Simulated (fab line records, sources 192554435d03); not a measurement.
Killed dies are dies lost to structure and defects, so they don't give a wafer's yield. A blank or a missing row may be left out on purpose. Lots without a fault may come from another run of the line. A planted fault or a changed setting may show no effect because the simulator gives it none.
fab line records | flow n5_finfet
record lots=6 wafers=18 last_day=17
route steps=1938 shown BEOL_M1@779 BEOL_M4@1111 PASSIVATION@1936
lots that met no fault: from a run of the same line without faults
start_h: hours from the record's first day to the start of the lot's first wafer shown | wait_h: hours since the lot's step before | " the same as in the row above | L1.1+2: a row that stands for several wafers | - no value, or no start given | * or withheld: withheld | < > ~ a bound
route shown NAME@n: a module of which the file shows steps, and the number in the route of the first | usual: mean/standard deviation of fault-free wafers | same: alike in all rows | chamber/n: place in a boat | sites: the reading at each site | _std_site: their standard deviation | _edge_site: outer sites' mean less inner sites' | radius_mm: how far each site lies from the wafer's centre | mask NAME#n: copy n | behind: the tool/chamber that last shaped the wafer | hold: why the lot was held/for how many hours/how that ended | device: the transistor (n, p or np) that didn't switch | end of line: the same wafers' tests at the end of the route | a step without rows: its recipe alone | killed: dies lost to structure and defects at the first sort, not the wafer's yield | map: a wafer's dies, x killed, . not, _ none there
set.NAME: the setting as run; set.NAME@STEP: as run at that earlier step | model.NAME: the simulator's own value behind a step, which no gauge read
lots at some steps of the route; a table a step, a row a wafer
services: from which hour (start_h, from the record's first day; less than 0 if before it) a tool's chamber was out of use, for how many hours, and why
## steps
# step N5_BEOL_M1_COAT_76
# recipe resist=underlayer temp_c=205 time_s=60 spin_rpm=1500 resist_thk_nm=5
# step N5_BEOL_M1_COAT_22
# recipe resist=CAR-EUV spin_rpm=1500 resist_thk_nm=30
# step N5_BEOL_M1_EBR_24
# recipe solvent=PGMEA ebr_width_mm=1.5
# step N5_BEOL_M1_SOFTBAKE_23
# recipe temp_c=110 time_s=60 resist=CAR-EUV
# step N5_BEOL_M1_EXPOSE_25
# recipe mask_id=V0 na=0.33 source_shape=quasar sigma_inner=0.2 sigma_outer=0.8 polarization=unpolarized defocus_nm=5 target_cd_nm=24 dose_mj=63
# step N5_BEOL_M1_PEB_26
# recipe peb_temp_c=100 peb_time_s=60 resist=CAR-EUV
# step N5_BEOL_M1_DEVELOP_27
# recipe develop_time_s=30 developer=TMAH resist=CAR-EUV rinse_liquid=surfactant_rinse dry=air_spin dev_temp_c=23
# step N5_BEOL_M1_CD_MEAS_28
# recipe landing_energy_ev=500 detector=se_inlens target_cd_y_nm=23.3
# usual cd_nm=24.00/0.27
# columns lot.wafer tool chamber start_h wait_h cd_nm
L222.1 cd_sem-01 0 131.31 - 23.97
L222.2 " 0 " " 23.81
L222.5 " 0 " " 24.18
L227.3 cd_sem-02 0 165.97 - 24.01
L227.4 " 0 " " 23.95
L227.6 " 0 " " 24.45
L232.1 cd_sem-02 0 201.00 - 24.17
L232.3 " 0 " " 24.08
L232.4 " 0 " " 23.96
L234.1 cd_sem-03 0 203.55 - 24.52
L234.3 " 0 " " 23.95
L234.5 " 0 " " 24.14
L236.1 cd_sem-02 0 215.44 - 24.00
L236.2 " 0 " " 24.03
L236.4 " 0 " " 24.22
L243.3 cd_sem-03 0 263.51 - 23.71
L243.4 " 0 " " 24.03
L243.5 " 0 " " 24.05
# step N5_BEOL_M1_OVL_MEAS_29
# recipe points_per_wafer=522
# usual V0_OVL=0.0/0.71
# columns lot.wafer tool chamber start_h wait_h V0_OVL[nm]
L222.1 overlay-01 0 131.34 0.0 -1.0
L222.2 " 0 " " -1.7
L222.5 " 0 " " -1.1
L227.3 overlay-01 0 166.01 0.0 0.9
L227.4 " 0 " " 0.1
L227.6 " 0 " " 0.2
L232.1 overlay-02 0 201.03 0.0 -1.4
L232.3 " 0 " " -0.9
L232.4 " 0 " " 0.0
L234.1 overlay-02 0 203.58 0.0 1.1
L234.3 " 0 " " 1.4
L234.5 " 0 " " 1.9
L236.1 overlay-01 0 215.47 0.0 0.1
L236.2 " 0 " " -0.1
L236.4 " 0 " " 1.4
L243.3 overlay-02 0 263.55 0.0 -1.0
L243.4 " 0 " " -1.4
L243.5 " 0 " " -0.8
# step N5_BEOL_M1_INSPECT_30
# recipe mode=adi inspect_instrument=brightfield
# usual raw_defect_count=391/84
# columns lot.wafer tool chamber start_h wait_h raw_defect_count
L222.1 defect_inspect-01 - 131.39 0.1 350
L222.2 " - " " 404
L222.5 " - " " 348
L227.3 defect_inspect-01 - 166.05 0.0 409
L227.4 " - " " 488
L227.6 " - " " 468
L232.1 defect_inspect-01 - 201.08 0.1 342
L232.3 " - " " 362
L232.4 " - " " 447
L234.1 defect_inspect-01 - 203.64 0.1 338
L234.3 " - " " 638
L234.5 " - " " 316
L236.1 defect_inspect-02 - 215.53 0.1 331
L236.2 " - " " 322
L236.4 " - " " 458
L243.3 defect_inspect-01 - 263.60 0.0 268
L243.4 " - " " 268
L243.5 " - " " 306
# step N5_BEOL_M1_DESCUM_33
# recipe chemistry=O2 time_s=7 source_power_w=50 bias_power_w=20 pressure_mtorr=20 rf_frequency_hz=2.712e+07 temp_c=40 resist=CAR-EUV o2_flow_sccm=225
# usual drypump_motor_current_A=5.8/0.53 oes_product_au=0.79/0.063 rf_vpp_V=243.2/1.2 showerhead_plenum_p_Torr=2.10/0.048 throttle_valve_pct=20.37/0.2
# columns lot.wafer tool chamber start_h wait_h drypump_motor_current_A oes_product_au rf_hours_counter_h rf_vpp_V showerhead_plenum_p_Torr throttle_valve_pct
L222.1 rie_diel-05 2 131.45 0.1 5.9 0.84 81 243.8 2.13 20.21
L222.2 " 1 " " 5.6 0.75 144 245.7 2.17 20.19
L222.5 " 1 " " 5.7 0.75 - 243.9 2.17 20.19
L227.3 rie_diel-03 3 166.09 0.0 6.7 0.83 83 242.5 2.12 20.25
L227.4 " 2 " " 5.7 0.70 228 243.6 2.17 20.56
L227.6 " 3 " " 6.6 0.83 - 242.6 2.12 20.28
L232.1 rie_diel-03 1 201.12 0.0 4.8 0.89 24 244.2 2.14 20.22
L232.3 " 3 " " 6.6 0.82 - 241.9 2.12 20.30
L232.4 " 1 " " 4.8 0.89 - 243.7 2.14 20.22
L234.1 rie_diel-03 3 203.67 0.0 6.6 0.82 96 241.9 2.12 20.29
L234.3 " 0 " " 5.3 0.83 86 240.0 2.04 20.49
L234.5 " 1 " " 4.8 0.89 - 244.5 2.14 20.21
L236.1 rie_diel-02 1 215.56 0.0 5.7 0.79 102 242.0 2.02 20.29
L236.2 " 3 " " 5.4 0.75 173 243.0 2.09 20.65
L236.4 " 2 " " 6.4 0.71 174 244.3 2.12 20.77
L243.3 rie_diel-05 0 263.65 0.1 5.8 0.70 248 242.3 2.04 20.31
L243.4 " 1 " " 5.6 0.72 188 244.2 2.15 20.26
L243.5 " 1 " " 5.6 0.72 - 244.1 2.15 20.26
# step N5_BEOL_M1_ETCH_77
# recipe chemistry=N2/H2 target=underlayer target_depth_a=65 mask_material=CAR-EUV time_s=5.2 ion_energy_ev=200 pressure_mtorr=30 source_w=840 bias_w=150 n2_flow_sccm=200 h2_flow_sccm=200 ends=cleared
# usual drypump_motor_current_A=5.8/0.53 etch_rf_on_time_s=5.14/0.12 h2_flow_sccm=200.0/0.59 oes_product_au=0.68/0.059 rf_vpp_V=524.0/2.2 showerhead_plenum_p_Torr=2.55/0.053 throttle_valve_pct=17.77/0.22
# columns lot.wafer tool chamber start_h wait_h drypump_motor_current_A etch_rf_on_time_s h2_flow_sccm oes_product_au rf_hours_counter_h rf_vpp_V showerhead_plenum_p_Torr throttle_valve_pct
L222.1 rie_diel-05 2 131.48 0.0 5.9 5.02 199.3 0.72 81 524.0 2.55 17.42
L222.2 " 1 " " 5.7 5.22 200.9 0.64 144 528.1 2.63 17.56
L222.5 " 1 " " 5.7 5.19 201.1 0.64 - 526.7 2.62 17.53
L227.3 rie_diel-03 3 166.12 0.0 6.6 5.03 200.8 0.71 83 526.8 2.57 17.68
L227.4 " 2 " " 5.8 5.24 201.2 0.60 228 524.6 2.61 17.86
L227.6 " 3 " " 6.6 4.98 200.2 0.71 - 523.9 2.57 17.69
L232.1 rie_diel-03 1 201.17 0.0 4.8 5.07 199.8 0.77 24 523.7 2.61 17.66
L232.3 " 3 " " 6.7 5.05 199.4 0.70 - 525.0 2.57 17.72
L232.4 " 1 " " 4.8 5.04 199.7 0.76 - 526.4 2.61 17.68
L234.1 rie_diel-03 3 203.71 0.0 6.7 5.00 200.1 0.69 96 524.4 2.57 17.73
L234.3 " 0 " " 5.3 5.09 200.3 0.72 86 520.1 2.47 17.83
L234.5 " 1 " " 4.8 5.09 200.7 0.78 - 526.1 2.61 17.66
L236.1 rie_diel-02 1 215.59 0.0 5.7 5.05 200.0 0.69 102 520.5 2.45 17.84
L236.2 " 3 " " 5.4 5.20 200.1 0.61 173 523.5 2.56 18.28
L236.4 " 2 " " 6.5 5.30 200.0 0.60 174 524.5 2.52 17.91
L243.3 rie_diel-05 0 263.68 0.0 5.9 5.31 200.9 0.59 248 522.4 2.50 18.02
L243.4 " 1 " " 5.6 5.25 199.7 0.61 189 527.2 2.61 17.64
L243.5 " 1 " " 5.7 5.20 200.1 0.61 - 525.8 2.61 17.62
# step N5_BEOL_M1_ETCH_69
# recipe chemistry=CF4 target=SiARC target_depth_a=156 mask_material=CAR-EUV time_s=26 ion_energy_ev=80 pressure_mtorr=40 source_w=545 bias_w=36 Ar_flow_sccm=100 cf4_flow_sccm=100 ends=cleared
# usual cf4_flow_sccm=100.07/0.28 drypump_motor_current_A=5.8/0.52 etch_rf_on_time_s=25.7/0.6 oes_product_au=0.68/0.059 rf_vpp_V=184.0/0.88 showerhead_plenum_p_Torr=2.15/0.045 throttle_valve_pct=15.53/0.18
# columns lot.wafer tool chamber start_h wait_h cf4_flow_sccm drypump_motor_current_A etch_rf_on_time_s oes_product_au rf_hours_counter_h rf_vpp_V showerhead_plenum_p_Torr throttle_valve_pct
L222.1 rie_diel-05 2 131.50 0.0 100.43 5.8 24.9 0.73 81 184.3 2.17 15.38
L222.2 " 1 " " 100.21 5.7 26.0 0.64 144 185.8 2.21 15.43
L222.5 " 1 " " 100.27 5.7 25.9 0.65 - 183.8 2.21 15.42
L227.3 rie_diel-03 3 166.14 0.0 100.22 6.6 25.1 0.71 83 183.9 2.16 15.42
L227.4 " 2 " " 100.67 5.7 26.1 0.60 228 185.5 2.20 15.73
L227.6 " 3 " " 99.68 6.6 24.9 0.72 - 184.0 2.16 15.42
L232.1 rie_diel-03 1 201.20 0.0 99.71 4.8 25.1 0.77 24 185.6 2.18 15.42
L232.3 " 3 " " 100.29 6.7 14.9 0.97 - 183.2 2.16 15.43
L232.4 " 1 " " 100.31 4.8 25.2 0.77 - 184.3 2.19 15.42
L234.1 rie_diel-03 3 203.72 0.0 100.00 6.6 15.0 0.97 96 184.5 2.16 15.43
L234.3 " 0 " " 100.15 5.3 25.3 0.71 86 183.6 2.08 15.47
L234.5 " 1 " " 100.16 4.8 25.4 0.77 - 184.5 2.19 15.42
L236.1 rie_diel-02 1 215.61 0.0 99.88 5.7 25.8 0.68 102 184.9 2.07 15.43
L236.2 " 3 " " 100.37 5.4 26.5 0.62 173 184.0 2.10 15.71
L236.4 " 2 " " 100.18 6.4 26.5 0.60 174 184.4 2.13 15.81
L243.3 rie_diel-05 0 263.70 0.0 100.41 5.8 26.6 0.59 248 183.7 2.11 15.75
L243.4 " 1 " " 100.31 5.7 26.1 0.61 189 185.3 2.20 15.48
L243.5 " 1 " " 100.47 5.7 26.2 0.61 - 184.3 2.20 15.49
# step N5_BEOL_M1_ALD_98
# recipe material=SiO2 target_thk_a=25 temp_c=100 ald_precursor_family=BDEAS ald_co_reactant=O2-plasma pulse_time_s=1 co_reactant_pulse_time_s=1 purge_time_s=2 co_reactant_purge_time_s=2 ald_cycles=17 pressure_torr=2
# usual heater_power_w=78/5.6 precursor_pulse_height_rel=1.000/0.019
# same co_reactant_purge_time_s=2
# columns lot.wafer tool chamber start_h wait_h heater_power_w precursor_pulse_height_rel
L222.1 ald_sin-03 0 131.96 0.4 80 1.053
L222.2 " 1 " " 72 1.003
L222.5 " 0 " " 82 0.993
L227.3 ald_sin-03 1 166.22 0.1 71 0.973
L227.4 " 0 " " 80 0.998
L227.6 " 2 " " 81 0.989
L232.1 ald_sin-01 2 201.31 0.1 73 0.975
L232.3 " 3 " " 83 1.003
L232.4 " 1 " " 79 1.015
L234.1 ald_sin-02 1 203.81 0.1 75 1.015
L234.3 " 2 " " 84 1.014
L234.5 " 0 " " 84 0.975
L236.1 ald_sin-03 3 215.69 0.1 82 1.009
L236.2 " 2 " " 81 0.993
L236.4 " 1 " " 74 1.006
L243.3 ald_sin-01 0 263.92 0.2 67 0.992
L243.4 " 2 " " 73 0.991
L243.5 " 3 " " 82 0.972
# step N5_BEOL_M4_RC_MEAS_101
# usual DIBL_N=36.0/2.2 DIBL_P=35.9/2.6 IOFF_N=0.16/0.038 IOFF_P=0.21/0.042 ION_N=675/15 ION_P=463/10 SS_N=71.5/0.62 SS_P=73.2/0.76 VT_N=250/4.1 VT_P=-251/3.6
# columns lot.wafer tool chamber start_h wait_h DIBL_N[mV/V] DIBL_P[mV/V] IOFF_N[nA/um] IOFF_P[nA/um] ION_N[uA/um] ION_P[uA/um] SS_N[mV/dec] SS_P[mV/dec] VT_N[mV] VT_P[mV]
L222.1 prober-02 0 168.61 0.0 37.0 39.1 0.19 0.24 697 471 71.8 73.7 245 -251
L222.2 " 0 " " 35.8 36.3 0.15 0.18 670 452 70.9 73.2 254 -252
L222.5 " 0 " " 35.5 36.4 0.15 0.19 664 453 72.0 73.5 251 -254
L227.3 prober-01 0 214.59 0.3 37.3 36.8 0.17 0.23 674 467 72.5 73.3 248 -250
L227.4 " 0 " " 34.7 34.1 0.12 0.18 678 471 71.6 73.0 252 -252
L227.6 " 0 " " 33.4 33.1 0.12 0.17 682 472 70.7 71.9 252 -253
L232.1 prober-01 0 247.29 0.0 35.2 36.2 0.15 0.20 679 463 71.0 72.9 250 -247
L232.3 " 0 " " 34.9 37.1 0.16 0.21 685 467 71.1 72.7 246 -248
L232.4 " 0 " " 36.3 36.2 0.14 0.19 647 444 72.0 72.4 253 -251
L234.1 prober-02 0 247.32 0.0 34.5 33.5 0.12 0.19 656 466 71.3 72.4 254 -250
L234.3 " 0 " " 39.1 38.6 0.22 0.28 709 482 72.3 73.6 243 -247
L234.5 " 0 " " 35.4 33.0 0.13 0.17 663 461 70.8 72.3 254 -252
L236.1 prober-01 0 262.09 0.0 34.9 36.9 0.16 0.23 678 471 70.9 73.9 248 -248
L236.2 " 0 " " 36.0 37.1 0.17 0.23 681 461 71.4 73.7 244 -248
L236.4 " 0 " " 37.8 40.2 0.24 0.28 723 484 72.0 74.1 239 -247
L243.3 prober-02 0 306.66 0.3 34.1 34.9 0.15 0.21 684 474 71.1 73.1 247 -249
L243.4 " 0 " " 32.8 30.7 0.12 0.16 666 459 71.3 71.2 251 -253
L243.5 " 0 " " 36.8 37.0 0.20 0.25 690 472 71.9 73.3 244 -245
# step N5_PASSIVATION_PROBE_49
# usual defect_limited_yield=91.4/1.6 killed_at_M0_to_M3=35/10 killed_at_M4_up=12/4.7 killed_at_contacts=12/5.8 killed_at_front_end=38/12 killed_at_other=4/3.2 killed_dies=102/18 killed_on_rim=13/4.2 killed_open=68/14 killed_short=32/8 sort_bin_5_function=5.1/0.96 sort_bin_6_memory=3.2/0.77 sort_n_pass=1078/20 sort_yield_pct=91.3/1.7
# same gross_dies=1180 killed_at_back_side=0 sort_bin_4_leakage[%]=0 sort_bin_8_speed[%]=0
# columns lot.wafer tool chamber start_h wait_h defect_limited_yield[%] killed_at_M0_to_M3 killed_at_M4_up killed_at_contacts killed_at_front_end killed_at_other killed_dies killed_on_rim killed_open killed_short sort_bin_5_function[%] sort_bin_6_memory[%] sort_n_pass sort_yield_pct[%]
L222.1 prober-02 - 276.19 0.0 93.3 24 15 7 32 1 79 5 45 32 4.0 2.4 1101 93.3
L222.2 prober-02 - 276.24 0.1 93.5 27 8 12 29 1 77 8 43 34 4.5 1.5 1103 93.5
L222.5 prober-02 - 276.39 0.2 95.1 13 13 7 24 1 58 8 45 13 3.1 1.9 1122 95.1
L227.3 prober-01 - 327.68 0.1 92.5 43 8 12 23 3 89 14 55 34 5.0 2.4 1091 92.5
L227.4 prober-01 - 327.73 0.2 92.0 38 12 6 33 5 94 14 66 27 4.7 3.2 1086 92.0
L227.6 prober-01 - 327.83 0.3 91.9 25 10 13 44 3 95 14 59 36 4.7 3.2 1085 91.9
L232.1 prober-02 - 358.35 0.0 89.8 44 13 16 43 4 120 18 72 36 4.7 4.2 1060 89.8
L232.3 prober-02 - 358.45 0.1 93.1 24 6 13 35 4 82 9 59 23 4.2 2.5 1098 93.1
L234.1 prober-02 - 359.58 0.9 93.9 33 7 6 25 1 72 6 51 21 3.8 2.2 1108 93.9
L234.3 prober-02 - 359.68 1.0 91.6 21 21 7 49 1 99 15 75 24 4.9 3.3 1081 91.6
L236.1 prober-02 - 370.26 0.0 90.6 58 5 18 30 0 111 12 79 32 6.0 3.0 1069 90.6
L236.2 prober-02 - 370.31 0.1 91.0 30 14 21 35 6 106 12 77 29 5.2 3.7 1074 91.0
L236.4 prober-02 - 370.41 0.2 91.6 41 7 13 36 2 99 13 70 29 4.8 3.6 1081 91.6
L243.3 prober-02 - 403.87 0.1 91.2 50 3 20 30 1 104 10 65 39 5.4 3.1 1076 91.2
L243.4 prober-02 - 403.92 0.2 90.8 34 9 11 53 1 108 14 71 37 5.6 3.4 1072 90.8
L243.5 prober-02 - 403.97 0.2 92.2 33 12 17 27 3 92 9 59 31 4.9 2.9 1088 92.2
# killed by level:class
L222.1 FIN_SAQP:geometric_particle:short=9 MOL_CONTACT_COAG:geometric_particle:open=5 BEOL_M2:geometric_particle:open=5 BEOL_M4:geometric_particle:open=5 DUMMY_GATE:geometric_particle:open=4 BEOL_M0_SAQP:geometric_particle:open=4 BEOL_M0_SAQP:geometric_particle:short=4 FIN_SAQP:geometric_particle:open=3
L222.2 MOL_CONTACT_COAG:geometric_particle:open=9 BEOL_M0_SAQP:geometric_particle:short=8 BEOL_M3:geometric_particle:open=8 FIN_SAQP:geometric_particle:open=6 FIN_SAQP:geometric_particle:short=5 STARTING-WAFER:geometric_particle:short=5 BEOL_M2:geometric_particle:open=4 STI_FIN_REVEAL:geometric_particle:short=3
L222.5 MOL_CONTACT_COAG:geometric_particle:open=6 BEOL_M2:geometric_particle:open=6 STI_FIN_REVEAL:geometric_particle:open=5 BEOL_M3:geometric_particle:open=5 FIN_SAQP:geometric_particle:short=4 FIN_SAQP:geometric_particle:open=3 ILD0:geometric_particle:open=3 ILD0:geometric_particle:short=2
L227.3 BEOL_M0_SAQP:geometric_particle:open=14 BEOL_M3:geometric_particle:open=10 MOL_CONTACT_COAG:geometric_particle:open=9 BEOL_M0_SAQP:geometric_particle:short=9 DUMMY_GATE:geometric_particle:open=6 STARTING-WAFER:geometric_particle:short=6 BEOL_M1:geometric_particle:short=4 MOL_CONTACT_COAG:geometric_particle:short=3
L227.4 BEOL_M3:geometric_particle:open=13 STI_FIN_REVEAL:geometric_particle:open=8 BEOL_M0_SAQP:geometric_particle:short=7 BEOL_M0_SAQP:geometric_particle:open=7 BEOL_M1:geometric_particle:open=7 DUMMY_GATE:geometric_particle:open=5 GATE_CUT:geometric_particle:short=5 MOL_CONTACT_COAG:geometric_particle:open=5
L227.6 MOL_CONTACT_COAG:geometric_particle:open=10 GATE_CUT:geometric_particle:open=8 FIN_SAQP:geometric_particle:short=6 BEOL_M2:geometric_particle:open=6 GATE_CUT:geometric_particle:short=5 BEOL_M4:geometric_particle:open=5 STI_FIN_REVEAL:geometric_particle:open=4 DUMMY_GATE:geometric_particle:open=4
L232.1 MOL_CONTACT_COAG:geometric_particle:open=15 FIN_SAQP:geometric_particle:open=12 BEOL_M0_SAQP:geometric_particle:short=11 HKMG_FIN:area_etch=11 BEOL_M2:geometric_particle:open=10 BEOL_M0_SAQP:geometric_particle:open=7 BEOL_M2:geometric_particle:short=5 BEOL_M3:geometric_particle:open=4
L232.3 FIN_SAQP:geometric_particle:open=13 MOL_CONTACT_COAG:geometric_particle:open=11 FIN_SAQP:geometric_particle:short=6 BEOL_M1:geometric_particle:open=6 BEOL_M2:geometric_particle:open=6 DUMMY_GATE:geometric_particle:open=3 BEOL_M0_SAQP:geometric_particle:open=3 BEOL_M3:geometric_particle:open=3
L234.1 FIN_SAQP:geometric_particle:open=14 BEOL_M2:geometric_particle:open=9 BEOL_M1:geometric_particle:open=6 MOL_CONTACT_COAG:geometric_particle:open=6 FIN_SAQP:geometric_particle:short=5 BEOL_M3:geometric_particle:open=5 BEOL_M0_SAQP:geometric_particle:short=4 BEOL_M0:geometric_particle:open=3
L234.3 FIN_SAQP:geometric_particle:open=13 STI_FIN_REVEAL:geometric_particle:open=13 BEOL_M4:geometric_particle:open=11 BEOL_M0_SAQP:geometric_particle:open=7 STARTING-WAFER:geometric_particle:open=6 FIN_SAQP:geometric_particle:short=5 MOL_CONTACT_COAG:geometric_particle:open=4 BEOL_M3:geometric_particle:open=4
L236.1 BEOL_M3:geometric_particle:open=17 MOL_CONTACT_COAG:geometric_particle:open=12 BEOL_M0_SAQP:geometric_particle:open=12 FIN_SAQP:geometric_particle:short=9 BEOL_M2:geometric_particle:open=9 FIN_SAQP:geometric_particle:open=8 BEOL_M0_SAQP:geometric_particle:short=7 MOL_CONTACT_COAG:geometric_particle:short=6
L236.2 MOL_CONTACT_COAG:geometric_particle:open=17 FIN_SAQP:geometric_particle:open=9 BEOL_M4:geometric_particle:open=9 STI_FIN_REVEAL:geometric_particle:open=7 BEOL_M0_SAQP:geometric_particle:open=7 BEOL_M3:geometric_particle:open=6 FIN_SAQP:geometric_particle:short=5 DUMMY_GATE:geometric_particle:open=4
L236.4 MOL_CONTACT_COAG:geometric_particle:open=13 FIN_SAQP:geometric_particle:open=11 BEOL_M0_SAQP:geometric_particle:open=9 BEOL_M3:geometric_particle:open=8 FIN_SAQP:geometric_particle:short=7 BEOL_M0_SAQP:geometric_particle:short=7 BEOL_M1:geometric_particle:open=7 BEOL_M2:geometric_particle:open=6
L243.3 BEOL_M0_SAQP:geometric_particle:short=19 MOL_CONTACT_COAG:geometric_particle:open=15 BEOL_M0_SAQP:geometric_particle:open=14 BEOL_M1:geometric_particle:open=11 FIN_SAQP:geometric_particle:short=7 STI_FIN_REVEAL:geometric_particle:open=7 MOL_CONTACT_COAG:geometric_particle:short=5 FIN_SAQP:geometric_particle:open=3
L243.4 FIN_SAQP:geometric_particle:open=15 BEOL_M0_SAQP:geometric_particle:open=10 FIN_SAQP:geometric_particle:short=8 MOL_CONTACT_COAG:geometric_particle:open=8 BEOL_M0_SAQP:geometric_particle:short=8 STI_FIN_REVEAL:geometric_particle:open=6 BEOL_M3:geometric_particle:open=6 STARTING-WAFER:geometric_particle:short=6
L243.5 MOL_CONTACT_COAG:geometric_particle:open=14 BEOL_M0_SAQP:geometric_particle:open=13 BEOL_M0_SAQP:geometric_particle:short=9 FIN_SAQP:geometric_particle:open=8 FIN_SAQP:geometric_particle:short=7 DUMMY_GATE:geometric_particle:open=4 BEOL_M3:geometric_particle:open=4 MOL_CONTACT_COAG:geometric_particle:short=3
## services
# columns tool chamber start_h hours kind
rie_diel-03 1 109.14 - clean
rie_diel-03 1 109.14 - consumable_replace:focus_ring
rie_diel-03 1 109.14 17.6 scheduled_down
rie_diel-03 1 109.14 17.6 vent_cycle
rie_diel-02 3 119.31 7.9 repair
rie_diel-05 - 122.19 0.2 repair
rie_diel-05 3 129.67 16.7 repair
ald_sin-01 1 144.50 5.2 repair
ald_sin-02 0 151.84 12.4 repair
rie_diel-05 - 159.80 1.1 repair
ald_sin-01 - 177.18 14.0 pm
rie_diel-03 2 189.48 14.7 repair
ald_sin-01 - 219.33 0.9 repair
ald_sin-01 2 224.79 3.5 repair
ald_sin-02 0 232.17 4.1 repair
ald_sin-01 - 235.40 0.5 repair
ald_sin-02 3 238.06 6.4 repair
rie_diel-02 - 249.58 2.8 pm
ald_sin-03 - 255.48 1.8 repair
ald_sin-03 1 260.56 3.2 repair
rie_diel-03 2 261.75 - clean
rie_diel-03 2 261.75 - consumable_replace:focus_ring
rie_diel-03 2 261.75 24.2 scheduled_down
ald_sin-02 - 263.74 4.6 repair
## key
first_sign step=N5_BEOL_M1_ETCH_69 reading=etch_rf_on_time_s direction=down sigmas=18 usual=* struck=*
effect step=N5_BEOL_M1_ETCH_69 reading=oes_product_au direction=up sigmas=5 usual=0.68 struck=0.97
met_at N5_BEOL_M1_ETCH_69
struck_wafers L232.3,L234.1
baseline_loss step=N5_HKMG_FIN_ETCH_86 wafers=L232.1
onset_between 166.14 201.20
fault kind=process_parameter_drift tool=rie_diel-03 chamber=3 onset_h=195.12 steps=N5_BEOL_M1_ETCH_69 channel=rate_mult offset=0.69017 shape=step end_h=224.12
# baseline_loss: these wafers lose ten dies or more at that step, a loss of the line's own and not of a fault; the sort's usual values leave them out
